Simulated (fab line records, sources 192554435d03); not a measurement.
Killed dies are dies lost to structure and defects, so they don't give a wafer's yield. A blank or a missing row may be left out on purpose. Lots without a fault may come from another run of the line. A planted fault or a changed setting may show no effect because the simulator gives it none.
fab line records | flow n5_finfet
record lots=10 wafers=29 last_day=18
route steps=1938 shown BEOL_M4@1087 BEOL_M5@1128 PASSIVATION@1936
lots that met no fault: from a run of the same line without faults
start_h: hours from the record's first day to the start of the lot's first wafer shown | wait_h: hours since the lot's step before | " the same as in the row above | L1.1+2: a row that stands for several wafers | - no value, or no start given | * or withheld: withheld | < > ~ a bound
route shown NAME@n: a module of which the file shows steps, and the number in the route of the first | usual: mean/standard deviation of fault-free wafers | same: alike in all rows | chamber/n: place in a boat | sites: the reading at each site | _std_site: their standard deviation | _edge_site: outer sites' mean less inner sites' | radius_mm: how far each site lies from the wafer's centre | mask NAME#n: copy n | behind: the tool/chamber that last shaped the wafer | hold: why the lot was held/for how many hours/how that ended | device: the transistor (n, p or np) that didn't switch | end of line: the same wafers' tests at the end of the route | a step without rows: its recipe alone | killed: dies lost to structure and defects at the first sort, not the wafer's yield | map: a wafer's dies, x killed, . not, _ none there
set.NAME: the setting as run; set.NAME@STEP: as run at that earlier step | model.NAME: the simulator's own value behind a step, which no gauge read
steps of the route over a sample of lots; a table a step, a row a wafer
services: from which hour (start_h, from the record's first day; less than 0 if before it) a tool's chamber was out of use, for how many hours, and why
## steps
# step N5_BEOL_M4_ANNEAL_80
# recipe temp_c=400 time_s=240 ambient=vacuum
# usual heater_power_w=827/100
# same time_s=240
# columns lot.wafer tool chamber start_h wait_h heater_power_w
L153.1 pvd_sputter-01 - 177.93 0.0 746
L153.3 " - " " 798
L153.4 " - " " 932
L157.1 pvd_sputter-03 - 195.85 0.0 703
L157.3 " - " " 790
L157.4 " - " " 969
L159.1 pvd_sputter-02 - 214.20 0.0 1061
L159.4 " - " " 763
L159.5 " - " " 1069
L161.1 pvd_sputter-02 - 222.08 0.0 757
L161.5 " - " " 1080
L161.6 " - " " 745
L165.2 pvd_sputter-01 - 253.06 0.0 793
L165.3 " - " " 914
L165.5 " - " " 814
L169.3 pvd_sputter-01 - 264.99 0.0 783
L169.4 " - " " 764
L169.6 " - " " 805
L168.1 pvd_sputter-03 - 275.16 0.0 745
L168.3 " - " " 691
L168.5 " - " " 966
L170.3 pvd_sputter-01 - 290.27 0.0 754
L170.4 " - " " 797
L170.6 " - " " 798
L172.1 pvd_sputter-02 - 301.04 0.0 781
L172.5 " - " " 1046
L172.6 " - " " 763
L174.5 pvd_sputter-03 - 309.05 0.1 694
L174.6 " - " " 966
# step N5_BEOL_M4_SPUTTER_81
# recipe material=Cu target_thk_a=45 temp_c=-20 chamber_pressure_pa=0.07 power_w=withheld time_s=8.29
# usual chamber_pressure_pa=0.06999/0.00014 chuck_sensor_temp_C=-16.0/0.4 throttle_valve_pct=30.4/1.3
# same time_s=8.29
# columns lot.wafer tool chamber start_h wait_h chamber_pressure_pa chuck_sensor_temp_C throttle_valve_pct
L153.1 pvd_sputter-01 - 178.07 0.1 0.06955 -15.2 28.4
L153.3 " - " " 0.07012 -16.2 30.3
L153.4 " - " " 0.06982 -16.3 31.4
L157.1 pvd_sputter-03 - 195.99 0.1 0.07004 -15.3 31.6
L157.3 " - " " 0.06986 -16.3 28.6
L157.4 " - " " 0.06989 -16.3 29.1
L159.1 pvd_sputter-02 - 214.34 0.1 0.07012 -16.2 30.5
L159.4 " - " " 0.06988 -15.5 29.0
L159.5 " - " " 0.06997 -16.1 30.6
L161.1 pvd_sputter-02 - 222.22 0.1 0.07005 -15.5 29.1
L161.5 " - " " 0.07003 -16.2 30.5
L161.6 " - " " 0.07005 -15.6 30.9
L165.2 pvd_sputter-01 - 253.20 0.1 0.06991 -16.3 30.0
L165.3 " - " " 0.07006 -16.1 31.2
L165.5 " - " " 0.06999 -16.2 31.8
L169.3 pvd_sputter-01 - 265.13 0.1 0.07008 -16.3 30.1
L169.4 " - " " 0.07002 -15.1 28.3
L169.6 " - " " 0.07005 -16.3 30.2
L168.1 pvd_sputter-03 - 275.30 0.1 0.0701 -16.3 28.6
L168.3 " - " " 0.07007 -15.5 31.4
L168.5 " - " " 0.07017 -16.3 29.1
L170.3 pvd_sputter-01 - 290.41 0.1 0.06974 -15.1 28.4
L170.4 " - " " 0.06983 -16.3 30.1
L170.6 " - " " 0.07013 -16.1 30.3
L172.1 pvd_sputter-02 - 301.18 0.1 0.07 -15.7 30.5
L172.5 " - " " 0.07009 -16.0 30.6
L172.6 " - " " 0.0702 -15.6 29.0
L174.5 pvd_sputter-03 - 309.16 0.0 0.06982 -15.5 31.6
L174.6 " - " " 0.06986 -16.1 28.9
# step N5_BEOL_M4_CMP_52
# recipe stop_on=SiOC t_overpolish_s=6.8 down_force_psi=1 platen_rpm=50 clearing_platen_down_force_psi=1.5 clearing_platen_rpm=50 post_cmp_clean=cu_alkaline target_thk_nm=40 clearing_platen_pad_velocity_m_s=0.99484 pad_velocity_m_s=0.99484
# usual barrier_field_endpoint_s=24.7/0.63 motor_current_A=6.0/0.65 overpolish_run_s=6.801/0.0091 slurry_flow_ml_min=150.0/0.5 time_to_endpoint_s=63/3.4
# columns lot.wafer tool chamber start_h wait_h barrier_field_endpoint_s motor_current_A overpolish_run_s slurry_flow_ml_min time_to_endpoint_s
L153.3 cmp-03 2 184.44 1.8 24.8 5.0 6.791 150.0 64
L153.1 " 3 " " 24.7 5.9 6.792 150.1 64
L153.4 " 0 " " 24.6 6.2 6.784 150.3 61
L157.1 cmp-03 2 197.84 0.3 25.3 4.8 6.803 150.5 67
L157.3 " 3 " " 24.6 5.9 6.782 149.7 65
L157.4 " 0 " " 24.1 6.0 6.817 150.0 60
L159.1 cmp-03 0 216.20 0.3 23.8 6.3 6.810 149.9 64
L159.4 " 1 " " 24.6 5.8 6.801 151.5 65
L159.5 " 0 " " 25.1 6.4 6.804 149.0 64
L161.1 cmp-03 1 224.11 0.3 24.0 6.0 6.787 150.0 62
L161.6 " 3 " " 24.2 5.9 6.819 150.7 61
L161.5 " 0 " " 23.8 6.3 6.812 151.1 60
L165.2 cmp-02 0 255.28 0.3 23.5 6.2 6.805 149.9 57
L165.3 " 1 " " 24.5 5.7 6.816 149.4 60
L165.5 " 3 " " 25.6 5.8 6.797 149.8 67
L169.3 cmp-02 2 266.98 0.2 24.5 7.3 6.812 149.6 61
L169.4 " 0 " " 24.5 6.3 6.803 150.3 59
L169.6 " 1 " " 25.2 5.7 6.806 149.9 63
L168.3 cmp-02 0 277.15 0.2 22.7 6.4 6.797 149.6 58
L168.1 " 2 " " 24.7 7.3 6.793 149.9 65
L168.5 " 0 " " 24.1 6.3 6.809 149.6 61
L170.3 cmp-02 1 292.23 0.2 24.6 6.0 6.812 149.8 63
L170.4 " 2 " " 25.1 7.8 6.783 150.3 61
L170.6 " 2 " " 24.4 7.5 6.812 150.4 60
L172.1 cmp-03 1 304.48 1.4 23.9 5.9 6.812 150.2 59
L172.6 " 0 " " 24.1 5.9 6.795 150.7 56
L172.5 " 1 " " 24.6 5.5 6.804 150.2 60
L174.5 cmp-03 1 311.08 0.2 25.2 6.1 6.797 151.3 60
L174.6 " 2 " " 24.2 4.7 6.792 150.4 60
# step N5_BEOL_M4_CO_CAP_55
# recipe material=Co target_thk_a=20 temp_c=200 precursor=CCTBA/H2 pressure_torr=30 time_s=102.1
# usual heater_power_w=262/33
# same time_s=102.1
# columns lot.wafer tool chamber start_h wait_h heater_power_w
L153.1 cvd_co-01 1 185.05 0.0 306
L153.3 " 0 " " 230
L153.4 " 0 " " 227
L157.1 cvd_co-01 2 198.17 0.0 227
L157.3 " 0 " " 228
L157.4 " 0 " " 228
L159.1 cvd_co-01 1 216.58 0.0 307
L159.4 " 0 " " 228
L159.5 " 1 " " 311
L161.1 cvd_co-02 0 224.40 0.0 229
L161.5 " 2 " " 298
L161.6 " 1 " " 254
L165.2 cvd_co-02 0 255.58 0.0 228
L165.3 " 1 " " 266
L165.5 " 2 " " 292
L169.3 cvd_co-01 1 267.31 0.0 321
L169.4 " 2 " " 229
L169.6 " 0 " " 227
L168.1 cvd_co-02 0 277.48 0.0 239
L168.3 " 1 " " 257
L168.5 " 2 " " 302
L170.3 cvd_co-02 1 292.68 0.1 263
L170.4 " 2 " " 293
L170.6 " 2 " " 303
L172.1 cvd_co-02 1 305.09 0.0 254
L172.5 " 2 " " 300
L172.6 " 1 " " 252
L174.5 cvd_co-01 1 311.34 0.0 305
L174.6 " 0 " " 226
# step N5_BEOL_M4_INSPECT_59
# recipe inspect_instrument=darkfield mode=post_dep
# usual raw_defect_count=81/27
# columns lot.wafer tool chamber start_h wait_h raw_defect_count
L153.1 defect_inspect-01 - 185.26 0.0 103
L153.3 " - " " 63
L153.4 " - " " 89
L157.1 defect_inspect-02 - 198.38 0.0 104
L157.3 " - " " 113
L157.4 " - " " 62
L159.1 defect_inspect-02 - 216.79 0.0 443
L159.4 " - " " 84
L159.5 " - " " 391
L161.1 defect_inspect-01 - 224.61 0.0 101
L161.5 " - " " 520
L161.6 " - " " 72
L165.2 defect_inspect-01 - 255.79 0.0 79
L165.3 " - " " 91
L165.5 " - " " 89
L169.3 defect_inspect-02 - 267.52 0.0 92
L169.4 " - " " 74
L169.6 " - " " 70
L168.1 defect_inspect-01 - 277.70 0.0 190
L168.3 " - " " 73
L168.5 " - " " 91
L170.3 defect_inspect-01 - 292.92 0.0 68
L170.4 " - " " 62
L170.6 " - " " 45
L172.1 defect_inspect-01 - 305.33 0.0 75
L172.5 " - " " 57
L172.6 " - " " 170
L174.5 defect_inspect-01 - 311.52 0.0 49
L174.6 " - " " 75
# step N5_BEOL_M5_INSPECT_13
# recipe mode=adi inspect_instrument=brightfield
# usual raw_defect_count=472/110
# columns lot.wafer tool chamber start_h wait_h raw_defect_count
L153.1 defect_inspect-01 - 188.69 0.1 589
L153.3 " - " " 679
L153.4 " - " " 700
L157.1 defect_inspect-02 - 202.52 0.1 559
L157.3 " - " " 527
L157.4 " - " " 438
L159.1 defect_inspect-02 - 221.31 0.1 975
L159.4 " - " " 551
L159.5 " - " " 917
L161.1 defect_inspect-01 - 228.55 0.1 495
L161.5 " - " " 930
L161.6 " - " " 447
L165.2 defect_inspect-02 - 258.85 0.0 476
L165.3 " - " " 539
L165.5 " - " " 592
L169.3 defect_inspect-01 - 272.05 0.0 497
L169.4 " - " " 428
L169.6 " - " " 500
L168.1 defect_inspect-02 - 281.22 0.1 862
L168.3 " - " " 508
L168.5 " - " " 655
L170.3 defect_inspect-02 - 295.64 0.0 391
L170.4 " - " " 370
L170.6 " - " " 295
L172.1 defect_inspect-01 - 308.51 0.1 505
L172.5 " - " " 431
L172.6 " - " " 681
L174.5 defect_inspect-02 - 314.86 0.0 398
L174.6 " - " " 495
# step N5_BEOL_M5_INSPECT_30
# recipe mode=adi inspect_instrument=brightfield
# usual raw_defect_count=477/120
# columns lot.wafer tool chamber start_h wait_h raw_defect_count
L153.1 defect_inspect-02 - 190.76 0.1 622
L153.3 " - " " 790
L153.4 " - " " 781
L157.1 defect_inspect-02 - 204.87 0.1 567
L157.3 " - " " 534
L157.4 " - " " 426
L159.1 defect_inspect-02 - 222.58 0.1 996
L159.4 " - " " 533
L159.5 " - " " 935
L161.1 defect_inspect-01 - 229.55 0.1 466
L161.5 " - " " 972
L161.6 " - " " 419
L165.2 defect_inspect-02 - 261.49 0.0 490
L165.3 " - " " 527
L165.5 " - " " 590
L169.3 defect_inspect-01 - 273.18 0.0 499
L169.4 " - " " 433
L169.6 " - " " 530
L168.1 defect_inspect-01 - 282.93 0.1 802
L168.3 " - " " 476
L168.5 " - " " 622
L170.3 defect_inspect-01 - 296.68 0.0 371
L170.4 " - " " 320
L170.6 " - " " 266
L172.1 defect_inspect-02 - 310.56 0.1 543
L172.5 " - " " 464
L172.6 " - " " 759
L174.5 defect_inspect-02 - 316.87 0.0 397
L174.6 " - " " 486
# step N5_PASSIVATION_PROBE_49
# usual defect_limited_yield=91.4/1.5 killed_at_M0_to_M3=34/10 killed_at_M4_up=15/6 killed_at_contacts=12/6 killed_at_front_end=37/11 killed_at_other=3.3/2.8 killed_dies=101/18 killed_on_rim=14/4.4 killed_open=66/14 killed_short=33/7.8 sort_bin_5_function=5.0/0.97 sort_bin_6_memory=3.2/0.72 sort_bin_8_speed=0.00/0.01 sort_n_pass=1079/18 sort_yield_pct=91.4/1.5
# same gross_dies=1180 killed_at_back_side=0 sort_bin_4_leakage[%]=0
# columns lot.wafer tool chamber start_h wait_h defect_limited_yield[%] killed_at_M0_to_M3 killed_at_M4_up killed_at_contacts killed_at_front_end killed_at_other killed_dies killed_on_rim killed_open killed_short sort_bin_5_function[%] sort_bin_6_memory[%] sort_bin_8_speed[%] sort_n_pass sort_yield_pct[%]
L161.1 prober-02 - 323.79 0.0 92.2 47 13 6 24 2 92 10 49 37 4.4 2.6 0 1088 92.2
L161.5 prober-02 - 323.99 0.2 65.7 27 345 4 27 2 405 52 39 29 21.2 11.0 0 775 65.7
L161.6 prober-02 - 324.04 0.3 92.1 41 18 2 29 3 93 13 47 46 4.2 3.2 0 1087 92.1
L159.1 prober-02 - 330.86 0.0 67.4 26 319 12 27 1 385 63 62 18 19.9 11.0 0 795 67.4
L159.4 prober-02 - 331.01 0.2 92.2 32 13 18 24 5 92 10 71 20 4.4 3.1 0 1088 92.2
L159.5 prober-02 - 331.06 0.2 70.1 31 285 17 20 0 353 50 61 18 17.6 10.8 0 827 70.1
L165.2 prober-01 - 363.90 0.1 94.2 18 15 13 23 0 69 9 48 21 3.3 2.4 0 1111 94.2
L165.3 prober-01 - 363.95 0.1 87.8 43 22 27 52 0 144 15 110 34 7.3 4.7 0 1036 87.8
L165.5 prober-01 - 364.05 0.2 92.5 20 10 10 48 1 89 12 57 30 4.8 2.5 0 1091 92.5
L168.1 prober-01 - 385.66 0.0 93.6 22 11 6 33 4 76 14 52 20 3.6 2.3 0 1104 93.6
L169.3 prober-02 - 387.74 0.1 93.7 17 12 7 37 1 74 10 45 29 3.7 2.4 0 1106 93.7
L169.4 prober-02 - 387.79 0.2 92.0 22 20 16 31 5 94 12 59 31 4.7 3.1 0 1086 92.0
L169.6 prober-02 - 387.89 0.3 90.3 21 17 20 55 1 114 16 76 33 6.1 3.5 0 1066 90.3
L170.3 prober-01 - 400.76 0.1 93.2 20 5 14 40 1 80 11 47 24 3.8 1.9 0 1100 93.2
L170.4 prober-01 - 400.81 0.2 89.8 54 9 19 38 0 120 15 84 35 4.8 5.0 0 1060 89.8
L170.6 prober-01 - 400.91 0.3 89.6 35 16 27 43 2 123 24 76 40 5.5 4.0 0 1057 89.6
L172.1 prober-02 - 411.45 0.0 91.8 26 11 10 47 3 97 12 54 37 4.7 2.5 0 1083 91.8
L172.5 prober-02 - 411.65 0.2 91.9 19 16 9 51 1 96 14 61 31 4.4 3.6 0 1084 91.9
L172.6 prober-02 - 411.70 0.3 91.8 34 12 13 38 0 97 8 63 31 4.7 3.3 0 1083 91.8
# killed by level:class
L161.1 BEOL_M0_SAQP:geometric_particle:short=19 BEOL_M0_SAQP:geometric_particle:open=16 BEOL_M4:geometric_particle:open=9 FIN_SAQP:geometric_particle:short=5 MOL_CONTACT_COAG:geometric_particle:open=5 BEOL_M1:geometric_particle:open=5 HKMG_FIN:area_etch=5 BEOL_M2:geometric_particle:open=4
L161.5 BEOL_M4:unspecified=330 BEOL_M0_SAQP:geometric_particle:short=11 BEOL_M0_SAQP:geometric_particle:open=9 HKMG_FIN:area_etch=6 STARTING-WAFER:geometric_particle:open=5 FIN_SAQP:geometric_particle:short=4 BEOL_M4:geometric_particle:open=4 STARTING-WAFER:geometric_particle:short=4
L161.6 BEOL_M0_SAQP:geometric_particle:short=15 BEOL_M3:geometric_particle:short=11 BEOL_M4:geometric_particle:open=11 FIN_SAQP:geometric_particle:short=7 BEOL_M0_SAQP:geometric_particle:open=7 FIN_SAQP:geometric_particle:open=6 GATE_CUT:geometric_particle:short=5 STI_FIN_REVEAL:geometric_particle:open=3
L159.1 BEOL_M4:unspecified=302 MOL_CONTACT_COAG:geometric_particle:open=11 BEOL_M4:geometric_particle:open=8 DUMMY_GATE:geometric_particle:open=6 BEOL_M0_SAQP:geometric_particle:short=5 BEOL_M2:geometric_particle:open=5 FIN_SAQP:geometric_particle:open=4 BEOL_M0_SAQP:geometric_particle:open=4
L159.4 MOL_CONTACT_COAG:geometric_particle:open=16 BEOL_M1:geometric_particle:open=7 BEOL_M2:geometric_particle:open=7 STI_FIN_REVEAL:geometric_particle:open=6 BEOL_M0_SAQP:geometric_particle:short=6 BEOL_M4:geometric_particle:open=6 FIN_SAQP:geometric_particle:open=5 BEOL_M0_SAQP:geometric_particle:open=5
L159.5 BEOL_M4:unspecified=274 MOL_CONTACT_COAG:geometric_particle:open=15 BEOL_M0_SAQP:geometric_particle:open=7 BEOL_M1:geometric_particle:open=7 BEOL_M4:geometric_particle:open=5 BEOL_M3:geometric_particle:open=5 GATE_CUT:geometric_particle:short=4 BEOL_M0_SAQP:geometric_particle:short=4
L165.2 MOL_CONTACT_COAG:geometric_particle:open=10 BEOL_M4:geometric_particle:open=7 STI_FIN_REVEAL:geometric_particle:open=5 STARTING-WAFER:geometric_particle:short=5 DUMMY_GATE:geometric_particle:open=4 BEOL_M2:geometric_particle:open=4 STARTING-WAFER:geometric_particle:open=4 MOL_CONTACT_COAG:geometric_particle:short=3
L165.3 MOL_CONTACT_COAG:geometric_particle:open=25 STI_FIN_REVEAL:geometric_particle:open=16 FIN_SAQP:geometric_particle:open=13 BEOL_M2:geometric_particle:open=10 FIN_SAQP:geometric_particle:short=9 BEOL_M3:geometric_particle:open=9 BEOL_M0_SAQP:geometric_particle:short=8 BEOL_M4:geometric_particle:open=7
L165.5 STI_FIN_REVEAL:geometric_particle:open=16 MOL_CONTACT_COAG:geometric_particle:open=8 STARTING-WAFER:geometric_particle:short=7 FIN_SAQP:geometric_particle:open=6 BEOL_M3:geometric_particle:open=6 BEOL_M2:geometric_particle:open=5 FIN_SAQP:geometric_particle:short=4 GATE_CUT:geometric_particle:open=4
L168.1 FIN_SAQP:geometric_particle:open=6 BEOL_M0_SAQP:geometric_particle:open=6 BEOL_M0_SAQP:geometric_particle:short=6 STI_FIN_REVEAL:geometric_particle:open=5 DUMMY_GATE:geometric_particle:open=5 MOL_CONTACT_COAG:geometric_particle:open=4 BEOL_M2:geometric_particle:open=4 HKMG_FIN:area_etch=4
L169.3 STI_FIN_REVEAL:geometric_particle:open=9 STI_FIN_REVEAL:geometric_particle:short=6 BEOL_M4:geometric_particle:open=6 BEOL_M1:geometric_particle:open=5 MOL_CONTACT_COAG:geometric_particle:open=5 GATE_CUT:geometric_particle:short=4 BEOL_M2:geometric_particle:short=4 STARTING-WAFER:geometric_particle:open=4
L169.4 MOL_CONTACT_COAG:geometric_particle:open=13 STI_FIN_REVEAL:geometric_particle:open=11 BEOL_M4:geometric_particle:open=8 BEOL_M0_SAQP:geometric_particle:open=6 GATE_CUT:geometric_particle:short=5 BEOL_M2:geometric_particle:open=4 BEOL_M3:geometric_particle:open=4 MOL_CONTACT_COAG:geometric_particle:short=3
L169.6 STI_FIN_REVEAL:geometric_particle:open=21 MOL_CONTACT_COAG:geometric_particle:open=15 BEOL_M2:geometric_particle:open=7 BEOL_M1:geometric_particle:open=6 STI_FIN_REVEAL:geometric_particle:short=5 GATE_CUT:geometric_particle:short=5 MOL_CONTACT_COAG:geometric_particle:short=5 BEOL_M4:geometric_particle:open=5
L170.3 MOL_CONTACT_COAG:geometric_particle:open=12 HKMG_FIN:area_etch=9 FIN_SAQP:geometric_particle:open=7 BEOL_M2:geometric_particle:open=6 FIN_SAQP:geometric_particle:short=5 ILD0:geometric_particle:open=5 BEOL_M0_SAQP:geometric_particle:open=4 BEOL_M1:geometric_particle:open=4
L170.4 MOL_CONTACT_COAG:geometric_particle:open=13 BEOL_M3:geometric_particle:open=13 FIN_SAQP:geometric_particle:short=10 BEOL_M2:geometric_particle:open=9 FIN_SAQP:geometric_particle:open=8 BEOL_M0_SAQP:geometric_particle:short=8 BEOL_M1:geometric_particle:open=7 MOL_CONTACT_COAG:geometric_particle:short=6
L170.6 MOL_CONTACT_COAG:geometric_particle:open=18 FIN_SAQP:geometric_particle:open=11 MOL_CONTACT_COAG:geometric_particle:short=9 FIN_SAQP:geometric_particle:short=8 BEOL_M1:geometric_particle:open=7 BEOL_M0_SAQP:geometric_particle:short=7 HKMG_FIN:area_etch=7 BEOL_M2:geometric_particle:open=6
L172.1 BEOL_M2:geometric_particle:open=9 DUMMY_GATE:geometric_particle:open=8 FIN_SAQP:geometric_particle:short=7 STI_FIN_REVEAL:geometric_particle:short=7 MOL_CONTACT_COAG:geometric_particle:open=7 GATE_CUT:geometric_particle:open=6 STI_FIN_REVEAL:geometric_particle:open=6 HKMG_FIN:area_etch=5
L172.5 FIN_SAQP:geometric_particle:short=16 BEOL_M2:geometric_particle:open=11 FIN_SAQP:geometric_particle:open=6 GATE_CUT:geometric_particle:short=6 DUMMY_GATE:geometric_particle:open=6 MOL_CONTACT_COAG:geometric_particle:open=6 BEOL_M4:geometric_particle:open=5 BEOL_M6:geometric_particle:open=5
L172.6 MOL_CONTACT_COAG:geometric_particle:open=12 STI_FIN_REVEAL:geometric_particle:open=10 BEOL_M0_SAQP:geometric_particle:short=8 BEOL_M2:geometric_particle:open=8 STARTING-WAFER:geometric_particle:short=6 FIN_SAQP:geometric_particle:open=5 DUMMY_GATE:geometric_particle:open=5 BEOL_M4:geometric_particle:open=5
## services
# columns tool chamber start_h hours kind
pvd_sputter-03 - 178.36 1.0 repair
cmp-02 - 183.37 4.0 pm
cmp-02 - 187.37 - consumable_replace:conditioner
cmp-02 - 187.37 - consumable_replace:pad
cvd_co-02 - 195.30 6.0 pm
cvd_co-02 - 215.45 1.5 repair
cmp-02 - 223.26 4.3 pm
cmp-02 - 227.88 1.6 repair
cvd_co-02 1 240.53 10.1 repair
cmp-03 - 274.80 4.0 pm
cmp-03 - 278.80 - consumable_replace:conditioner
cmp-03 - 278.80 - consumable_replace:pad
cvd_co-02 0 290.57 66.4 repair
cvd_co-01 - 298.11 6.9 pm
cmp-03 - 298.26 0.7 repair
## key
first_sign step=N5_BEOL_M4_INSPECT_59 reading=raw_defect_count direction=up sigmas=14 usual=81 struck=451
effect step=N5_BEOL_M5_INSPECT_13 reading=raw_defect_count direction=up sigmas=4.1 usual=472 struck=941
effect step=N5_BEOL_M5_INSPECT_30 reading=raw_defect_count direction=up sigmas=4.2 usual=477 struck=968
effect step=N5_PASSIVATION_PROBE_49 reading=killed_at_M4_up direction=up sigmas=50 usual=15 struck=316
more_kills_born_at N5_BEOL_M4_CMP_52@cmp-03=906
met_at N5_BEOL_M4_CMP_52
struck_lots L159,L161
struck_wafers L159.1,L159.5,L161.5
not_acting_at N5_BEOL_M4_ANNEAL_80,N5_BEOL_M4_SPUTTER_81,N5_BEOL_M4_CO_CAP_55
onset_between 197.84 216.20
fault kind=chamber_particle_source tool=cmp-03 chamber=0 onset_h=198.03 steps=N5_BEOL_M4_CMP_52 rate_per_visit_cm2=0.57498 end_h=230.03
